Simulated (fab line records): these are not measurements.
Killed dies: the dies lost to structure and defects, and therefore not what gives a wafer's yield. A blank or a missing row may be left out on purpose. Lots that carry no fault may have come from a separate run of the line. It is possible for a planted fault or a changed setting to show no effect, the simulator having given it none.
What tool caused it? | flow nand harc | 14 lots with 42 wafers sampled at 4 steps, on a route of 1302 steps

== WHAT THE GAUGES READ, wafer by wafer ==
NHARC_THIN_TSV_CD_MEAS_37. Usual: cd nm 5001 nm, standard deviation 3.1.
lot  | measured     | on        | cd nm (nm)     | flag
L800 | day 24 01:44 | cd sem-01 | 5001 5007 5008 |
L801 | day 24 03:11 | cd sem-02 | 5002 5002 5003 |
L802 | day 25 11:55 | cd sem-01 | 5002 5000 5003 |
L803 | day 25 13:19 | cd sem-01 | 5002 5002 4996 |
L810 | day 28 11:02 | cd sem-01 | 4998 4996 4996 |
L809 | day 28 23:54 | cd sem-02 | 5005 4998 5001 |
L815 | day 30 00:27 | cd sem-02 | 5001 5002 5000 |
L818 | day 31 15:47 | cd sem-02 | 5004 5005 4998 |
L817 | day 31 17:08 | cd sem-01 | 5001 5003 5001 |
L819 | day 32 09:46 | cd sem-01 | 5008 4998 4997 |
L821 | day 32 11:07 | cd sem-01 | 5002 5004 5000 |
L820 | day 32 19:37 | cd sem-01 | 5002 4998 4999 |
L822 | day 33 01:17 | cd sem-02 | 5001 5006 5002 |
L823 | day 33 14:38 | cd sem-03 | 5000 5005 5000 |

== WHICH TOOL RAN EACH LOT (tool, then ch and the chambers of the sampled wafers, then the start) ==
lot  | NHARC_THIN_TSV_STRIP_62              | NHARC_THIN_TSV_ETCH_59            | NHARC_THIN_TSV_ETCH_36
L800 | plasma asher-01 ch 1, day 23 21:07   | rie metal-03 ch 1, day 24 00:36   | rie metal-03 ch 1, day 24 00:52
L801 | plasma asher-02 ch 0,1, day 23 22:28 | rie metal-02 ch 0,1, day 24 01:57 | rie metal-02 ch 0,1, day 24 02:17
L802 | plasma asher-02 ch 0,1, day 25 07:02 | rie metal-03 ch 0,1, day 25 10:32 | rie metal-03 ch 0,1, day 25 10:45
L803 | plasma asher-01 ch 0,1, day 25 08:16 | rie metal-01 ch 0,1, day 25 11:52 | rie metal-01 ch 0,1, day 25 12:07
L810 | plasma asher-02 ch 0,1, day 28 06:11 | rie metal-01 ch 0,1, day 28 09:52 | rie metal-01 ch 0,1, day 28 10:08
L809 | plasma asher-02 ch 0,1, day 28 19:10 | rie metal-01 ch 0,1, day 28 22:45 | rie metal-01 ch 0,1, day 28 23:01
L815 | plasma asher-01 ch 0,1, day 29 19:08 | rie metal-02 ch 1, day 29 23:15   | rie metal-02 ch 1, day 29 23:32
L818 | plasma asher-01 ch 0,1, day 31 11:06 | rie metal-02 ch 0,1, day 31 14:43 | rie metal-02 ch 0,1, day 31 14:55
L817 | plasma asher-02 ch 0, day 31 12:23   | rie metal-01 ch 0,1, day 31 16:01 | rie metal-01 ch 0,1, day 31 16:14
L819 | plasma asher-01 ch 0,1, day 32 05:01 | rie metal-03 ch 0,1, day 32 08:36 | rie metal-03 ch 0,1, day 32 08:52
L821 | plasma asher-02 ch 0,1, day 32 06:22 | rie metal-02 ch 0,1, day 32 10:00 | rie metal-02 ch 0,1, day 32 10:14
L820 | plasma asher-01 ch 0,1, day 32 14:41 | rie metal-01 ch 0, day 32 18:26   | rie metal-01 ch 0, day 32 18:44
L822 | plasma asher-02 ch 0,1, day 32 20:36 | rie metal-02 ch 0,1, day 33 00:12 | rie metal-02 ch 0,1, day 33 00:25
L823 | plasma asher-02 ch 0,1, day 33 09:55 | rie metal-02 ch 0,1, day 33 13:32 | rie metal-02 ch 0,1, day 33 13:44
- NHARC_THIN_TSV_STRIP_62: strips in N2/H2, time 20 s.
- NHARC_THIN_TSV_ETCH_59: etches the open film in Cl2/BCl3, target depth 880 nm, time 138.1 s.
- NHARC_THIN_TSV_ETCH_36: etches the open film in Cl2/BCl3, target depth 65 nm, time 18.571 s.

== WHAT THE TOOLS THEMSELVES READ (means of the sampled wafers that have a number; where no wafer has one, the mark that the record gives instead) ==
NHARC_THIN_TSV_STRIP_62. Usual: drypump motor current A 5.53 A, standard deviation 0.16; heater power w 323 W, standard deviation 11; temp c 249.98 C, standard deviation 0.18.
lot  | tool            | drypump motor current A (A) | heater power w (W) | temp c (C) | flag
L800 | plasma asher-01 | 5.45                        | 326                | 250.01     |
L801 | plasma asher-02 | 5.50                        | 336                | 250.08     |
L802 | plasma asher-02 | 5.43                        | 321                | 250.10     |
L803 | plasma asher-01 | 5.69                        | 325                | 249.92     |
L810 | plasma asher-02 | 5.47                        | 323                | 249.94     |
L809 | plasma asher-02 | 5.49                        | 327                | 250.05     |
L815 | plasma asher-01 | 5.56                        | 315                | 249.87     |
L818 | plasma asher-01 | 5.69                        | 326                | 250.15     |
L817 | plasma asher-02 | 5.56                        | 329                | 250.13     |
L819 | plasma asher-01 | 5.67                        | 324                | 250.05     |
L821 | plasma asher-02 | 5.44                        | 317                | 249.84     |
L820 | plasma asher-01 | 5.68                        | 328                | 249.87     |
L822 | plasma asher-02 | 5.51                        | 320                | 250.01     |
L823 | plasma asher-02 | 5.44                        | 317                | 249.90     |

NHARC_THIN_TSV_ETCH_59. Usual: bcl3 flow sccm 30.00 sccm, standard deviation 0.087; drypump motor current A 6.0 A, standard deviation 0.56; oes product au 0.994 a.u., standard deviation 0.015; throttle valve pct 22.264 %, standard deviation 0.0092.
lot  | tool         | bcl3 flow sccm (sccm) | drypump motor current A (A) | oes product au (a.u.) | throttle valve pct (%) | flag
L800 | rie metal-03 | 29.86                 | 5.8                         | 0.993                 | 22.260                 |
L801 | rie metal-02 | 29.98                 | 5.6                         | 0.997                 | 22.275                 |
L802 | rie metal-03 | 30.05                 | 5.5                         | 0.987                 | 22.269                 |
L803 | rie metal-01 | 30.03                 | 6.5                         | 0.984                 | 22.272                 |
L810 | rie metal-01 | 30.08                 | 6.5                         | 0.984                 | 22.265                 |
L809 | rie metal-01 | 30.08                 | 6.5                         | 0.989                 | 22.265                 |
L815 | rie metal-02 | 29.95                 | 5.7                         | 0.978                 | 22.260                 |
L818 | rie metal-02 | 29.97                 | 5.6                         | 0.994                 | 22.263                 |
L817 | rie metal-01 | 30.08                 | 6.5                         | 0.994                 | 22.263                 |
L819 | rie metal-03 | 29.99                 | 5.5                         | 1.006                 | 22.270                 |
L821 | rie metal-02 | 29.91                 | 5.6                         | 1.000                 | 22.259                 |
L820 | rie metal-01 | 30.04                 | 6.3                         | 1.009                 | 22.273                 |
L822 | rie metal-02 | 29.98                 | 5.6                         | 0.989                 | 22.261                 |
L823 | rie metal-02 | 30.02                 | 5.7                         | 0.987                 | 22.268                 |

NHARC_THIN_TSV_ETCH_36. Usual: drypump motor current A 6.0 A, standard deviation 0.56; oes product au 0.997 a.u., standard deviation 0.014.
lot  | tool         | drypump motor current A (A) | oes product au (a.u.) | flag
L800 | rie metal-03 | 5.8                         | 0.983                 |
L801 | rie metal-02 | 5.6                         | 0.999                 |
L802 | rie metal-03 | 5.3                         | 0.994                 |
L803 | rie metal-01 | 6.6                         | 0.991                 |
L810 | rie metal-01 | 6.5                         | 0.891                 | OFF
L809 | rie metal-01 | 6.6                         | 0.943                 | OFF
L815 | rie metal-02 | 5.8                         | 0.993                 |
L818 | rie metal-02 | 5.6                         | 1.011                 |
L817 | rie metal-01 | 6.6                         | 1.007                 |
L819 | rie metal-03 | 5.3                         | 1.022                 |
L821 | rie metal-02 | 5.6                         | 0.996                 |
L820 | rie metal-01 | 6.3                         | 1.013                 |
L822 | rie metal-02 | 5.6                         | 1.005                 |
L823 | rie metal-02 | 5.6                         | 0.990                 |

== THE ANSWER, worked out from the rows above alone ==
Rule: a lot counts as off when the mean over its wafers that have a number is more than 3 standard deviations away from the usual mean. A lot without any number at a reading at which 4 lots or more have one is off too. The other lots that the step has rows for count as sound. Order of review: gauges by route order, followed by the tools' own readings, for which a lot's mean as printed above is used. The first step at which some lot is off is used, and at that step the reading that is off furthest; a lot without a number counts as furthest.
Off: L810, L809, at NHARC_THIN_TSV_ETCH_36 (oes product au).
If a tool, at that step or one of the process steps before it, ran each lot that is off and ran no sound lot following the first of them, it fits. None of those tried fits.

== WHAT HAD BEEN PUT IN BY THE SIMULATOR ==
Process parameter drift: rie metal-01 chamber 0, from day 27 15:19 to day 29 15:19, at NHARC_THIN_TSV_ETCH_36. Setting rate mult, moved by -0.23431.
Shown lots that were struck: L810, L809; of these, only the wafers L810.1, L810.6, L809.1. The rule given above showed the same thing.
